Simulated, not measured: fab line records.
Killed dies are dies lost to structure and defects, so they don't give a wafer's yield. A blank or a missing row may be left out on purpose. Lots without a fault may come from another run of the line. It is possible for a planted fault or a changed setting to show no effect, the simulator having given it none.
Which of the tools did it?    flow n5-finfet    32 wafers sampled from 11 lots at 1 step of a route of 1938

WHAT THE GAUGES READ, wafer by wafer
N5_GATE_CUT_CD_MEAS_13: target cd 20 nm.
lot   measured      on         cd-nm (nm)
L610  day 4 12:11   cd-sem-01  19.96 19.92 19.91
L611  day 4 20:29   cd-sem-02  19.70 19.65 19.89
L615  day 5 17:23   cd-sem-01  20.14 20.01 20.27
L616  day 5 22:35   cd-sem-02  20.43 19.74 20.04
L617  day 6 07:01   cd-sem-02  20.05 20.36 20.46
L619  day 6 22:14   cd-sem-03  19.81 19.98 20.01
L621  day 7 05:59   cd-sem-03  20.09 19.81 20.06
L624  day 8 03:26   cd-sem-02  20.15 19.78 19.82
L625  day 8 07:43   cd-sem-03  20.11 20.02
L630  day 9 13:52   cd-sem-02  19.99 20.26 19.73
L633  day 10 06:11  cd-sem-03  19.70 19.88 19.85

WHAT TOOL EACH LOT RAN ON (gives the tool, then ch and the chambers of the sampled wafers, and finally the start)
There is no process step in the record ahead of these readings.

THE ANSWER, worked out from the rows above alone
Rule: usual is defined by the lots themselves. The widest of any qualifying gaps counts: lots, ordered by their means at a reading, are off when they make up no more than a third of the lots, leave a main group of 4 or more, and stand apart from it by 3 or more times the standard deviation of that group's means. If all means in a main group match to the digits the tables above print for the reading, that group is not used. Also off: a lot with no number at a reading for which 4 or more lots have one. Where the step has rows for the other lots, those lots are counted as sound.
No lot is off on any of the readings shown, so nothing can be concluded from this.

WHAT HAD BEEN PUT IN BY THE SIMULATOR
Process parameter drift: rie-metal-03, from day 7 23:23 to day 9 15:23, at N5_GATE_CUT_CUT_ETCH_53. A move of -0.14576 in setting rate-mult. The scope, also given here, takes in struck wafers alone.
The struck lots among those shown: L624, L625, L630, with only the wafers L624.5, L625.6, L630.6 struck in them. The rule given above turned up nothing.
